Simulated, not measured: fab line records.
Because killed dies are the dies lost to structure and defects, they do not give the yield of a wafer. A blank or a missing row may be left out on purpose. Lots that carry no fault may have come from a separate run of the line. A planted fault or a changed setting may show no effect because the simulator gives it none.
fab line records -- flow nandHarc
[record] lots = 7, wafers = 21, lastDay = 24
route steps=1159 shown A_CONTACT@856 END@1159
lots with no fault: from the same line, run without faults
startH: hours from the record's opening day to when the first of the lot's shown wafers began -- waitH: hours elapsed since this lot's preceding step -- " the same as in the row above -- L1.1+2: one row covering several wafers at once -- - no value, or no start given -- * or withheld: withheld -- < > ~ a bound
route shown NAME@n: names a module that has steps shown in the file, with the first one's number in the route -- usual: the fault-free wafers' mean and standard deviation -- same: alike in all rows -- chamber/n: place in a boat -- sites: the reading at each site -- _std_site: how widely they spread, as a standard deviation -- _edge_site: inner sites' mean taken away from outer sites' mean -- radiusMm: how far each site lies from the wafer's centre -- mask NAME#n: copy n -- behind: the last tool/chamber to shape the wafer -- hold: what put the lot on hold/how long, in hours/how the hold closed -- device: which transistor (n, p or np) failed to switch -- end of line: the same wafers' tests at the end of the route -- a step given without rows: its recipe and nothing more -- killed: count of dies lost to structure and defects at first sort (not the wafer's yield) -- map: dies across one wafer; x = killed, . = not, _ = none there
set.NAME: the run value of the setting; set.NAME@STEP: its run value at that earlier step -- model.NAME: the simulator's own value behind a step, which no gauge read
lots seen at some steps along the route; tables by step, rows by wafer
services: when a tool's chamber went out of use (startH, in hours from the record's first day, below 0 if earlier), for how many hours, and the reason
[[steps]]
[step NHARC_A_CONTACT_INSPECT_44]
[usual] rawDefectCount = 28/14
lot.wafer,tool,chamber,startH,waitH,rawDefectCount
L668.2,defectInspect-01,-,383.47,0.0,8
L668.3,defectInspect-01,-,383.47,0.0,5
L668.5,defectInspect-01,-,383.47,0.0,10
L670.2,defectInspect-01,-,409.95,0.0,38
L670.3,defectInspect-01,-,409.95,0.0,32
L670.6,defectInspect-01,-,409.95,0.0,34
L674.1,defectInspect-01,-,426.61,0.0,14
L674.2,defectInspect-01,-,426.61,0.0,9
L674.6,defectInspect-01,-,426.61,0.0,15
L677.2,defectInspect-01,-,432.54,0.0,47
L677.3,defectInspect-01,-,432.54,0.0,40
L677.4,defectInspect-01,-,432.54,0.0,37
L673.1,defectInspect-02,-,436.80,0.0,23
L673.2,defectInspect-02,-,436.80,0.0,25
L673.3,defectInspect-02,-,436.80,0.0,28
L682.1,defectInspect-02,-,472.23,0.0,22
L682.2,defectInspect-02,-,472.23,0.0,16
L682.3,defectInspect-02,-,472.23,0.0,18
L685.1,defectInspect-02,-,506.45,0.0,11
L685.2,defectInspect-02,-,506.45,0.0,19
L685.5,defectInspect-02,-,506.45,0.0,15
[step NHARC_A_CONTACT_DESCUM_47]
[recipe] timeS = 3, o2FlowSccm = 200, arFlowSccm = 0, biasPowerW = 0, chemistry = O2
[step NHARC_A_CONTACT_ETCH_48]
[recipe] targetDepthA = 390, overEtchFrac = 0.3, timeS = 65, ionEnergyEv = 80, cf4FlowSccm = 150, arFlowSccm = 0, rfW = 300, biasW = 100, chemistry = CF4
[step NHARC_A_CONTACT_ETCH_49]
[recipe] targetDepthA = 2600, overEtchFrac = 0.3, timeS = 475.3, ionEnergyEv = 200, n2FlowSccm = 150, h2FlowSccm = 150, arFlowSccm = 0, rfW = 400, biasW = 150, chemistry = N2/H2
[usual] drypumpMotorCurrentA = 5.7/0.56, oesProductAu = 1.006/0.014, rfVppV = 429.4/2.4, showerheadPlenumPTorr = 2.00/0.079, throttleValvePct = 14.172/0.0081
lot.wafer,tool,chamber,startH,waitH,drypumpMotorCurrentA,oesProductAu,rfHoursCounterH,rfVppV,showerheadPlenumPTorr,throttleValvePct
L668.3,rieDiel-03,1,-,-,4.9,0.995,58,431.1,2.07,14.176
L668.2,rieDiel-03,2,-,-,5.2,1.001,62,432.1,2.09,14.158
L668.5,rieDiel-03,2,-,-,5.2,0.998,-,430.6,2.09,14.176
L670.3,rieDiel-03,3,-,-,6.0,1.008,3,427.4,2.00,14.176
L670.2,rieDiel-03,2,-,-,5.2,1.022,2,431.6,2.09,14.166
L670.6,rieDiel-03,3,-,-,6.1,1.011,-,429.5,2.00,14.171
L674.1,rieDiel-03,2,-,-,5.2,1.004,8,431.7,2.09,14.174
L674.2,rieDiel-03,0,-,-,5.1,1.000,6,429.7,2.01,14.179
L674.6,rieDiel-03,2,-,-,5.2,1.017,-,432.1,2.09,14.181
L677.3,rieDiel-03,1,-,-,4.9,1.000,8,431.8,2.06,14.174
L677.2,rieDiel-03,3,-,-,6.0,1.020,9,430.8,2.00,14.176
L677.4,rieDiel-03,0,-,-,5.1,0.995,8,429.4,2.01,14.159
L673.3,rieDiel-10,2,-,-,5.3,1.017,14,426.3,1.88,14.170
L673.2,rieDiel-10,3,-,-,5.5,0.995,15,427.1,1.92,14.169
L673.1,rieDiel-10,0,-,-,5.3,1.010,13,432.1,2.09,14.162
L682.2,rieDiel-10,3,-,-,5.5,0.981,21,425.9,1.92,14.157
L682.1,rieDiel-10,1,-,-,6.8,1.012,21,429.6,1.99,14.171
L682.3,rieDiel-10,2,-,-,5.3,1.012,20,427.1,1.88,14.177
L685.1,rieDiel-12,1,-,-,5.9,0.994,44,426.9,1.94,14.159
L685.2,rieDiel-12,2,-,-,6.1,0.997,43,433.7,2.12,14.166
L685.5,rieDiel-12,1,-,-,5.9,1.005,-,427.8,1.94,14.166
[step NHARC_A_CONTACT_ETCH_50]
[recipe] targetDepthA = 847, timeS = 42.4, cf4FlowSccm = 100, chf3FlowSccm = 30, arFlowSccm = 0, rfW = 500, biasW = 200, chemistry = CF4/CHF3
[usual] drypumpMotorCurrentA = 5.6/0.57, oesProductAu = 0.963/0.028, rfVppV = 369.5/2, showerheadPlenumPTorr = 1.54/0.055, throttleValvePct = 16.801/0.0097
lot.wafer,tool,chamber,startH,waitH,drypumpMotorCurrentA,oesProductAu,rfHoursCounterH,rfVppV,showerheadPlenumPTorr,throttleValvePct
L668.2,rieDiel-03,3,-,-,6.0,0.938,66,370.7,1.55,16.802
L668.3,rieDiel-03,1,-,-,4.9,0.924,60,372.0,1.59,16.789
L668.5,rieDiel-03,0,-,-,5.1,0.946,-,370.3,1.55,16.766
L670.2,rieDiel-03,2,-,-,5.2,0.951,2,372.3,1.61,16.819
L670.3,rieDiel-03,3,-,-,6.0,0.954,3,369.0,1.55,16.805
L670.6,rieDiel-03,2,-,-,5.2,0.945,-,370.3,1.61,16.809
L674.2,rieDiel-03,2,-,-,5.2,0.987,8,373.6,1.61,16.798
L674.1,rieDiel-03,0,-,-,5.1,0.963,7,370.5,1.55,16.805
L674.6,rieDiel-03,2,-,-,5.2,0.988,-,373.3,1.61,16.801
L677.3,rieDiel-03,0,-,-,5.1,0.947,8,370.8,1.55,16.798
L677.2,rieDiel-03,1,-,-,4.9,0.939,9,371.7,1.59,16.775
L677.4,rieDiel-03,2,-,-,5.2,0.966,10,372.9,1.61,16.801
L673.3,rieDiel-10,2,-,-,5.3,0.989,15,366.5,1.46,16.780
L673.2,rieDiel-10,3,-,-,5.5,0.957,15,369.2,1.49,16.795
L673.1,rieDiel-10,0,-,-,5.3,0.972,13,370.8,1.61,16.798
L682.3,rieDiel-10,3,-,-,5.5,0.947,21,369.1,1.49,16.814
L682.2,rieDiel-10,0,-,-,5.3,0.965,19,373.3,1.61,16.806
L682.1,rieDiel-10,1,-,-,6.7,0.986,21,369.2,1.53,16.805
L685.2,rieDiel-12,0,-,-,5.6,0.923,48,371.8,1.59,16.793
L685.1,rieDiel-12,2,-,-,6.1,0.909,44,372.2,1.63,16.795
L685.5,rieDiel-12,3,-,-,5.3,0.931,-,371.5,1.58,16.804
[step NHARC_A_CONTACT_ETCH_51]
[recipe] targetDepthA = 36000, overEtchFrac = 0.3, timeS = 936, ionEnergyEv = 150, o2FlowSccm = 400, cosFlowSccm = 20, arFlowSccm = 0, rfW = 500, biasW = 300, chemistry = O2/COS
[step NHARC_A_CONTACT_ETCH_111]
[recipe] sourceW = withheld, pressureMtorr = 20, biasV = withheld, timeS = 140, targetDepthA = 7000, arFlowSccm = withheld, c4f8FlowSccm = withheld, o2FlowSccm = withheld, chemistry = C4F8/O2/Ar
lot.wafer,tool,chamber,startH,waitH,rfHoursCounterH
L668.2,harCapEtch-02,0,386.44,-,12
L668.3,harCapEtch-02,0,386.44,-,-
L668.5,harCapEtch-02,1,386.44,-,-
L670.2,harCapEtch-03,1,411.33,-,88
L670.3,harCapEtch-03,0,411.33,-,-
L670.6,harCapEtch-03,0,411.33,-,-
L674.1,harCapEtch-03,1,427.93,-,91
L674.2,harCapEtch-03,0,427.93,-,91
L674.6,harCapEtch-03,1,427.93,-,-
L677.2,harCapEtch-03,0,434.06,-,93
L677.3,harCapEtch-03,0,434.06,-,-
L677.4,harCapEtch-03,1,434.06,-,-
L673.1,harCapEtch-03,0,438.12,-,94
L673.2,harCapEtch-03,1,438.12,-,94
L673.3,harCapEtch-03,1,438.12,-,-
L682.1,harCapEtch-01,0,473.58,-,74
L682.2,harCapEtch-01,1,473.58,-,74
L682.3,harCapEtch-01,1,473.58,-,-
L685.2,harCapEtch-03,1,509.76,-,105
L685.1,harCapEtch-03,0,509.76,-,105
L685.5,harCapEtch-03,0,509.76,-,-
[step NHARC_A_CONTACT_ETCH_112]
[recipe] sourceW = withheld, pressureMtorr = 20, biasV = 3000, timeS = 94, targetDepthA = 9220, arFlowSccm = withheld, c4f8FlowSccm = withheld, o2FlowSccm = withheld, chemistry = C4F8/O2/Ar
[step NHARC_A_CONTACT_ETCH_113]
[recipe] sourceW = withheld, pressureMtorr = 20, biasV = 3000, timeS = 94, targetDepthA = 9220, arFlowSccm = withheld, c4f8FlowSccm = withheld, o2FlowSccm = withheld, chemistry = C4F8/O2/Ar
lot.wafer,tool,chamber,startH,waitH,rfHoursCounterH
L668.2,harCapEtch-02,0,386.71,0.1,12
L668.3,harCapEtch-02,0,386.71,0.1,-
L668.5,harCapEtch-02,1,386.71,0.1,-
L670.2,harCapEtch-03,1,411.62,0.1,88
L670.3,harCapEtch-03,0,411.62,0.1,-
L670.6,harCapEtch-03,0,411.62,0.1,-
L674.1,harCapEtch-03,1,428.22,0.1,92
L674.2,harCapEtch-03,0,428.22,0.1,92
L674.6,harCapEtch-03,1,428.22,0.1,-
L677.2,harCapEtch-03,0,434.35,0.1,93
L677.3,harCapEtch-03,0,434.35,0.1,-
L677.4,harCapEtch-03,1,434.35,0.1,-
L673.1,harCapEtch-03,0,438.41,0.1,94
L673.2,harCapEtch-03,1,438.41,0.1,94
L673.3,harCapEtch-03,1,438.41,0.1,-
L682.1,harCapEtch-01,0,473.87,0.1,75
L682.2,harCapEtch-01,1,473.87,0.1,75
L682.3,harCapEtch-01,1,473.87,0.1,-
L685.2,harCapEtch-03,1,510.06,0.1,105
L685.1,harCapEtch-03,0,510.06,0.1,105
L685.5,harCapEtch-03,0,510.06,0.1,-
[step NHARC_A_CONTACT_ETCH_114]
[recipe] sourceW = withheld, pressureMtorr = 20, biasV = 3000, timeS = 94, targetDepthA = 9220, arFlowSccm = withheld, c4f8FlowSccm = withheld, o2FlowSccm = withheld, chemistry = C4F8/O2/Ar
[step NHARC_A_CONTACT_ETCH_115]
[recipe] sourceW = withheld, pressureMtorr = 20, biasV = 3000, timeS = 94, targetDepthA = 9220, arFlowSccm = withheld, c4f8FlowSccm = withheld, o2FlowSccm = withheld, chemistry = C4F8/O2/Ar
[step NHARC_A_CONTACT_ETCH_116]
[recipe] sourceW = withheld, pressureMtorr = 20, biasV = 3000, timeS = 94, targetDepthA = 9220, arFlowSccm = withheld, c4f8FlowSccm = withheld, o2FlowSccm = withheld, chemistry = C4F8/O2/Ar
[step NHARC_A_CONTACT_ETCH_117]
[recipe] sourceW = withheld, pressureMtorr = 20, biasV = 3000, timeS = 94, targetDepthA = 9220, arFlowSccm = withheld, c4f8FlowSccm = withheld, o2FlowSccm = withheld, chemistry = C4F8/O2/Ar
lot.wafer,tool,chamber,startH,waitH,rfHoursCounterH
L668.2,harCapEtch-02,0,387.14,0.1,12
L668.3,harCapEtch-02,0,387.14,0.1,-
L668.5,harCapEtch-02,1,387.14,0.1,-
L670.2,harCapEtch-03,1,411.98,0.1,88
L670.3,harCapEtch-03,0,411.98,0.1,-
L670.6,harCapEtch-03,0,411.98,0.1,-
L674.1,harCapEtch-03,1,428.58,0.1,92
L674.2,harCapEtch-03,0,428.58,0.1,92
L674.6,harCapEtch-03,1,428.58,0.1,-
L677.2,harCapEtch-03,0,434.71,0.1,93
L677.3,harCapEtch-03,0,434.71,0.1,-
L677.4,harCapEtch-03,1,434.71,0.1,-
L673.1,harCapEtch-03,0,438.77,0.1,94
L673.2,harCapEtch-03,1,438.77,0.1,94
L673.3,harCapEtch-03,1,438.77,0.1,-
L682.1,harCapEtch-01,0,474.23,0.1,75
L682.2,harCapEtch-01,1,474.23,0.1,75
L682.3,harCapEtch-01,1,474.23,0.1,-
L685.2,harCapEtch-03,1,510.42,0.1,105
L685.1,harCapEtch-03,0,510.42,0.1,105
L685.5,harCapEtch-03,0,510.42,0.1,-
[step NHARC_A_CONTACT_ETCH_118]
[recipe] sourceW = withheld, pressureMtorr = 20, biasV = 3000, timeS = 94, targetDepthA = 9220, arFlowSccm = withheld, c4f8FlowSccm = withheld, o2FlowSccm = withheld, chemistry = C4F8/O2/Ar
[step NHARC_A_CONTACT_ETCH_119]
[recipe] sourceW = withheld, pressureMtorr = 20, biasV = 3000, timeS = 94, targetDepthA = 9220, arFlowSccm = withheld, c4f8FlowSccm = withheld, o2FlowSccm = withheld, chemistry = C4F8/O2/Ar
[step NHARC_A_CONTACT_ETCH_120]
[recipe] sourceW = withheld, pressureMtorr = 20, biasV = 3000, timeS = 94, targetDepthA = 9220, arFlowSccm = withheld, c4f8FlowSccm = withheld, o2FlowSccm = withheld, chemistry = C4F8/O2/Ar
[step NHARC_A_CONTACT_ETCH_121]
[recipe] sourceW = withheld, pressureMtorr = 20, biasV = 3000, timeS = 94, targetDepthA = 9220, arFlowSccm = withheld, c4f8FlowSccm = withheld, o2FlowSccm = withheld, chemistry = C4F8/O2/Ar
lot.wafer,tool,chamber,startH,waitH,rfHoursCounterH
L668.2,harCapEtch-02,0,387.62,0.1,13
L668.3,harCapEtch-02,0,387.62,0.1,-
L668.5,harCapEtch-02,1,387.62,0.1,-
L670.2,harCapEtch-03,1,412.35,0.1,88
L670.3,harCapEtch-03,0,412.35,0.1,-
L670.6,harCapEtch-03,0,412.35,0.1,-
L674.1,harCapEtch-03,1,428.95,0.1,92
L674.2,harCapEtch-03,0,428.95,0.1,92
L674.6,harCapEtch-03,1,428.95,0.1,-
L677.2,harCapEtch-03,0,435.08,0.1,93
L677.3,harCapEtch-03,0,435.08,0.1,-
L677.4,harCapEtch-03,1,435.08,0.1,-
L673.1,harCapEtch-03,0,439.14,0.1,95
L673.2,harCapEtch-03,1,439.14,0.1,95
L673.3,harCapEtch-03,1,439.14,0.1,-
L682.1,harCapEtch-01,0,474.60,0.1,75
L682.2,harCapEtch-01,1,474.60,0.1,75
L682.3,harCapEtch-01,1,474.60,0.1,-
L685.2,harCapEtch-03,1,510.78,0.1,106
L685.1,harCapEtch-03,0,510.78,0.1,106
L685.5,harCapEtch-03,0,510.78,0.1,-
[step NHARC_A_CONTACT_ETCH_122]
[recipe] sourceW = withheld, pressureMtorr = 20, biasV = 3000, timeS = 95, targetDepthA = 9300, arFlowSccm = withheld, c4f8FlowSccm = withheld, o2FlowSccm = withheld, chemistry = C4F8/O2/Ar
[step NHARC_A_CONTACT_ETCH_123]
[recipe] sourceW = withheld, pressureMtorr = 20, biasV = 400, timeS = 253, targetDepthA = 10900, arFlowSccm = withheld, c4f8FlowSccm = 11.5, o2FlowSccm = 7.2, chemistry = C4F8/O2/Ar
[step NHARC_A_CONTACT_ETCH_90]
[recipe] targetDepthA = 400, overEtchFrac = 0.5, timeS = 85.7, ionEnergyEv = 120, ch3fFlowSccm = 50, o2FlowSccm = 30, arFlowSccm = 200, rfW = 500, biasW = 100, chemistry = CH3F/O2
[step NHARC_A_CONTACT_ETCH_96]
[recipe] targetDepthA = 200, overEtchFrac = 0.5, timeS = 10, ionEnergyEv = 250, c4f6FlowSccm = 25, o2FlowSccm = 20, arFlowSccm = 500, rfW = 600, biasW = 500, chemistry = C4F6/O2
[step NHARC_A_CONTACT_CD_MEAS_53]
[usual] cdNm = 189.6/0.89
lot.wafer,tool,chamber,startH,waitH,cdNm
L668.2,cdSem-02,-,388.80,-,189.4
L668.3,cdSem-02,-,388.80,-,189.4
L668.5,cdSem-02,-,388.80,-,188.6
L670.2,cdSem-02,-,413.35,-,189.8
L670.3,cdSem-02,-,413.35,-,191.0
L670.6,cdSem-02,-,413.35,-,190.8
L674.1,cdSem-03,-,429.95,-,190.0
L674.2,cdSem-03,-,429.95,-,188.3
L674.6,cdSem-03,-,429.95,-,188.5
L677.2,cdSem-02,-,436.08,-,189.2
L677.3,cdSem-02,-,436.08,-,189.3
L677.4,cdSem-02,-,436.08,-,188.8
L673.1,cdSem-02,-,440.14,-,189.4
L673.2,cdSem-02,-,440.14,-,187.7
L673.3,cdSem-02,-,440.14,-,187.5
L682.1,cdSem-02,-,475.63,-,189.2
L682.2,cdSem-02,-,475.63,-,188.5
L682.3,cdSem-02,-,475.63,-,190.5
L685.1,cdSem-02,-,511.78,-,189.6
L685.2,cdSem-02,-,511.78,-,189.9
L685.5,cdSem-02,-,511.78,-,190.5
[step NHARC_A_CONTACT_STRIP_99]
[recipe] n2FlowSccm = 150, h2FlowSccm = 150, arFlowSccm = 0, biasW = 0, chemistry = N2/H2
[step NHARC_A_CONTACT_STRIP_100]
[recipe] cf4FlowSccm = 100, chf3FlowSccm = 30, arFlowSccm = 0, biasW = 0, chemistry = CF4/CHF3
[step NHARC_A_CONTACT_STRIP_101]
[recipe] o2FlowSccm = 400, cosFlowSccm = 20, arFlowSccm = 0, biasW = 0, chemistry = O2/COS
[step NHARC_A_CONTACT_ETCH_102]
[recipe] targetDepthA = 700, overetchA = 70, timeS = 38.5, ionEnergyEv = 100, cf4FlowSccm = 80, o2FlowSccm = 20, arFlowSccm = 0, rfW = 300, biasW = 100, chemistry = CF4/O2
[step NHARC_A_CONTACT_STRIP_55]
[recipe] o2FlowSccm = 500, arFlowSccm = 0, biasW = 0, chemistry = O2
[step NHARC_A_CONTACT_STRIP_56]
[recipe] timeS = 600, tempC = 30, chemistry = postEtchResidueRemover
[step NHARC_A_CONTACT_DEP_57]
[recipe] targetThkA = 28000, tempC = 400, material = aC
[step NHARC_A_CONTACT_DEP_58]
[recipe] targetThkA = 600, targetThkNm = 60, tempC = 400, pressureTorr = 3.5, flowSccm = 200, rfW = 350, material = SiON
[step NHARC_A_CONTACT_DEHYDRATE_59]
[recipe] tempC = 150, timeS = 120
[step NHARC_A_CONTACT_HMDS_60]
[recipe] timeS = 30
[step NHARC_A_CONTACT_COAT_61]
[recipe] tempC = 260, timeS = 75
[step NHARC_A_CONTACT_COAT_62]
[recipe] tempC = 225, timeS = 65
[step NHARC_A_CONTACT_COAT_63]
[recipe] spinRpm = 1500, resistThkNm = 90
[step NHARC_A_CONTACT_SOFTBAKE_64]
[recipe] tempC = 105, timeS = 55
[step NHARC_A_CONTACT_EBR_65]
[step NHARC_A_CONTACT_EXPOSE_66]
[recipe] na = 1.35, sigmaOuter = 0.8, doseMj = 59.02, maskId = A_CC_2
[step NHARC_A_CONTACT_PEB_67]
[recipe] pebTempC = 100, pebTimeS = 65
[step NHARC_A_CONTACT_DEVELOP_68]
[recipe] developTimeS = 35, devTempC = 23
[step NHARC_A_CONTACT_CD_MEAS_69]
[recipe] targetCdNm = 200, landingEnergyEv = 500
[usual] cdNm = 200.0/0.58
lot.wafer,tool,chamber,startH,waitH,cdNm
L668.2,cdSem-03,0,392.19,-,199.9
L668.3,cdSem-03,0,392.19,-,200.2
L668.5,cdSem-03,0,392.19,-,200.4
L670.2,cdSem-03,0,416.76,-,200.3
L670.3,cdSem-03,0,416.76,-,200.7
L670.6,cdSem-03,0,416.76,-,200.0
L674.1,cdSem-02,0,435.86,-,199.9
L674.2,cdSem-02,0,435.86,-,199.5
L674.6,cdSem-02,0,435.86,-,199.5
L677.2,cdSem-01,0,440.23,-,200.4
L677.3,cdSem-01,0,440.23,-,200.3
L677.4,cdSem-01,0,440.23,-,200.3
L673.1,cdSem-03,0,443.42,-,199.4
L673.2,cdSem-03,0,443.42,-,199.9
L673.3,cdSem-03,0,443.42,-,200.2
L682.1,cdSem-03,0,480.74,-,200.1
L682.2,cdSem-03,0,480.74,-,200.6
L682.3,cdSem-03,0,480.74,-,198.8
L685.1,cdSem-02,0,515.75,-,200.3
L685.2,cdSem-02,0,515.75,-,200.7
L685.5,cdSem-02,0,515.75,-,199.9
[step NHARC_A_CONTACT_OVL_MEAS_70]
[usual] overlayXNm = 0.3/1, overlayYNm = -0.1/1
lot.wafer,tool,chamber,startH,waitH,overlayXNm,overlayYNm
L668.2,overlay-02,-,392.28,-,-1.4,0.1
L668.3,overlay-02,-,392.28,-,-1.1,0.2
L668.5,overlay-02,-,392.28,-,-1.2,0.8
L670.2,overlay-02,-,416.85,-,2.0,-0.4
L670.3,overlay-02,-,416.85,-,1.6,-0.3
L670.6,overlay-02,-,416.85,-,1.7,-0.2
L674.1,overlay-02,-,435.95,-,0.2,-0.2
L674.2,overlay-02,-,435.95,-,-0.3,-0.1
L674.6,overlay-02,-,435.95,-,0.0,0.0
L677.2,overlay-02,-,440.31,-,-0.3,0.7
L677.3,overlay-02,-,440.31,-,0.6,0.7
L677.4,overlay-02,-,440.31,-,0.3,0.5
L673.1,overlay-02,-,443.51,-,-1.2,-0.3
L673.2,overlay-02,-,443.51,-,-1.4,-0.8
L673.3,overlay-02,-,443.51,-,-1.0,-0.8
L682.1,overlay-02,-,480.83,-,-0.6,-0.1
L682.2,overlay-02,-,480.83,-,-0.6,0.0
L682.3,overlay-02,-,480.83,-,-0.9,0.2
L685.1,overlay-02,-,515.84,-,1.1,3.8
L685.2,overlay-02,-,515.84,-,1.3,3.4
L685.5,overlay-02,-,515.84,-,1.2,3.3
[step NHARC_END_SORT_01]
[recipe] tempC = 25
[usual] killedAtArray = 28/11, killedAtOther = 0.5/0.87, killedAtPeriphery = 2.9/2.2, killedDies = 32/11, killedOpen = 3.2/1.9, killedShort = 1.8/1.4
[same] grossDies = 677
lot.wafer,tool,chamber,startH,waitH,killedAtArray,killedAtOther,killedAtPeriphery,killedDies,killedOpen,killedShort
L674.1,prober-02,0,499.08,2.5,112,0,2,114,6,2
L674.2,prober-02,0,499.88,2.8,105,0,2,107,3,3
L674.6,prober-02,0,503.07,4.0,104,0,4,108,7,3
L677.2,prober-01,0,501.53,2.8,121,0,2,123,1,0
L677.3,prober-01,0,502.33,3.1,116,1,4,121,3,3
L677.4,prober-01,0,503.13,3.4,125,0,1,126,5,3
L673.1,prober-01,0,508.53,2.5,116,0,9,125,5,3
L673.2,prober-01,0,509.32,2.8,131,0,3,134,1,4
L673.3,prober-01,0,510.10,3.1,117,0,4,121,3,2
// killed by level:class
L674.1 A_CONTACT:unspecified=94 A_CHANNEL_HOLE_D1:chamberFilmFlake=4 A_CONTACT:chamberFilmFlake=4 P_CONTACT:geometricParticle:short=2 A_STAIRCASE:chamberFilmFlake=2 A_CHANNEL_HOLE_D1:geometricParticle:open=1 A_CHANNEL_FILL_D1:geometricParticle:open=1 A_SGD_CUT:geometricParticle:open=1
L674.2 A_CONTACT:unspecified=93 A_WL_FILL:chamberFilmFlake=4 P_GATE:geometricParticle:open=2 A_WL_FILL:geometricParticle:short=2 A_STAIRCASE:chamberFilmFlake=2 A_SOURCE_PLATE:geometricParticle:open=1 A_CHANNEL_FILL_D1:geometricParticle:short=1 A_ZERO_WELL:chamberFilmFlake=1
L677.2 A_CONTACT:unspecified=98 A_CHANNEL_HOLE_D1:chamberFilmFlake=12 A_SLIT:chamberFilmFlake=6 A_STAIRCASE:chamberFilmFlake=2 A_CONTACT:chamberFilmFlake=2 A_M0:geometricParticle:open=1 P_GATE:chamberFilmFlake=1 P_M1:chamberFilmFlake=1
L677.3 A_CONTACT:unspecified=87 A_CHANNEL_HOLE_D1:chamberFilmFlake=11 A_SLIT:chamberFilmFlake=10 P_STI:chamberFilmFlake=3 A_CONTACT:chamberFilmFlake=2 A_ONON_D1:geometricParticle:open=1 A_ONON_D1:geometricParticle:short=1 A_SGD_CUT:geometricParticle:open=1
L674.6 A_CONTACT:unspecified=88 A_CHANNEL_HOLE_D1:chamberFilmFlake=4 A_ONON_D1:geometricParticle:short=2 P_ZERO_WELL:chamberFilmFlake=2 A_WL_FILL:chamberFilmFlake=2 P_GATE:geometricParticle:open=1 P_M0:geometricParticle:open=1 A_SOURCE_PLATE:geometricParticle:open=1
L677.4 A_CONTACT:unspecified=95 A_CHANNEL_HOLE_D1:chamberFilmFlake=9 A_SLIT:chamberFilmFlake=5 A_STAIRCASE:chamberFilmFlake=4 A_SGD_CUT:geometricParticle:short=2 A_CONTACT:chamberFilmFlake=2 A_BLC:chamberFilmFlake=2 P_CONTACT:geometricParticle:open=1
L673.1 A_CONTACT:unspecified=96 A_SLIT:chamberFilmFlake=9 P_M2:chamberFilmFlake=6 A_CHANNEL_HOLE_D1:chamberFilmFlake=3 A_M1:chamberFilmFlake=2 P_GATE:geometricParticle:open=1 P_CONTACT:geometricParticle:open=1 P_M0:geometricParticle:open=1
L673.2 A_CONTACT:unspecified=103 A_SLIT:chamberFilmFlake=12 A_STAIRCASE:chamberFilmFlake=5 A_ONON_D1:geometricParticle:short=3 A_CONTACT:chamberFilmFlake=3 A_M1:chamberFilmFlake=3 P_M0:geometricParticle:open=1 A_CHANNEL_FILL_D1:geometricParticle:short=1
L673.3 A_CONTACT:unspecified=100 A_SLIT:chamberFilmFlake=6 A_CHANNEL_HOLE_D1:chamberFilmFlake=4 A_STAIRCASE:chamberFilmFlake=2 P_CONTACT:geometricParticle:open=1 P_M0:geometricParticle:open=1 A_WL_FILL:geometricParticle:short=1 A_BLC:geometricParticle:short=1
// map L673.2 (x killed, . not)
____________x____________
_________......._________
_______..........._______
______.............______
_____..............._____
____.................____
____.................____
___...........xx......___
___...................___
__.....................__
__........x............__
_..........x.....x......_
_....x.....x............_
_x........xx............_
_.......xxxxxxx........._
_.x...x.xxxxxxx.......x._
x.x....xxxxxxxx.........x
x.....xxxxxxxxx....x.....
..xx...xxxxxxxxxx...x....
.xx...xxxxxxxxx......x...
x..x..x.xxxxxxx..........
_.x...xxxxxxxxxx....x..._
_.....xxxxxxxxxx........_
_.x..xxxxxxxxxx.x......._
_.......xxxxxx.........._
_.......x.x.xx..x......._
__..........x..........__
__.........x...........__
___.x.................___
___...................___
____.................____
____......x..........____
_____..............._____
______.............______
_______..........._______
_________......._________
____________.____________
// map L674.1 (x killed, . not)
____________.____________
_________......._________
_______..........._______
______.............______
_____..............._____
____.................____
____.................____
___...................___
___...................___
__.....................__
__.........x.......x...__
_..........x...x........_
_..........x............_
_........x.x...x........_
_.....x..xxxxxx........._
_..x....xxxxxx.........._
.......xxxxxxxx..........
.......xxxxxxxxx.x..x..x.
.......xxxxxxxx.x...x....
......xxxxxxxxxxx.x......
.......xxxxxxxx..........
_......xxxxxxxxx........_
_.......xxxxxxx........._
_......xxxxxxxxx........_
_.......xxxx..x........._
_......x.xxxxx.x........_
__.....................__
__........x............__
___...................___
___...................___
____........x........____
____.x...............____
_____x.............._____
______.............______
_______..........._______
_________......._________
____________x____________
[[services]]
tool,chamber,startH,hours,kind
rieDiel-03,0,371.69,-,clean
rieDiel-03,1,371.69,-,clean
rieDiel-03,2,371.69,-,clean
rieDiel-03,3,371.69,-,clean
rieDiel-12,-,379.86,9.0,pm
rieDiel-03,-,392.39,9.0,pm
rieDiel-03,0,392.39,9.0,ventCycle
rieDiel-03,1,392.39,9.0,ventCycle
rieDiel-03,2,392.39,9.0,ventCycle
rieDiel-03,3,392.39,9.0,ventCycle
rieDiel-03,0,401.39,-,clean
rieDiel-03,1,401.39,-,clean
rieDiel-03,2,401.39,-,clean
rieDiel-03,3,401.39,-,clean
rieDiel-10,0,425.60,8.0,repair
rieDiel-03,0,425.89,-,clean
rieDiel-03,1,425.89,-,clean
rieDiel-03,2,425.89,-,clean
rieDiel-03,3,425.89,-,clean
rieDiel-03,0,450.43,-,clean
rieDiel-03,-,473.82,0.5,repair
rieDiel-10,2,474.83,1.8,repair
rieDiel-12,3,484.72,6.2,repair
rieDiel-10,1,490.87,4.7,repair
[[key]]
[firstSign] step = NHARC_END_SORT_01, reading = killedDies, direction = up, sigmas = 8, usual = 32, struck = 120
[effect] step = NHARC_END_SORT_01, reading = killedAtArray, direction = up, sigmas = 8, usual = 28, struck = 116
[moreKillsBornAt] NHARC_A_CONTACT_ETCH_117@harCapEtch-03 = 834
metAt NHARC_A_CONTACT_ETCH_117
struckWafers L673.1,L673.2,L673.3,L674.1,L674.2,L674.6,L677.2,L677.3,L677.4
testerLeftOut L673,L674,L677
onsetBetween 411.98 428.58
[fault] kind = chamberParticleSource, tool = harCapEtch-03, chamber = -, onsetH = 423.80, steps = NHARC_A_CONTACT_ETCH_117, ratePerVisitCm2 = 1.3883, endH = 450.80
// testerLeftOut: of these lots the tester's yield and bins aren't shown, on N5 and GAA mostly nor the transistor test; their killed dies are dies lost to structure and defects alone, not to doping, threshold or leakage, so they don't give the yield
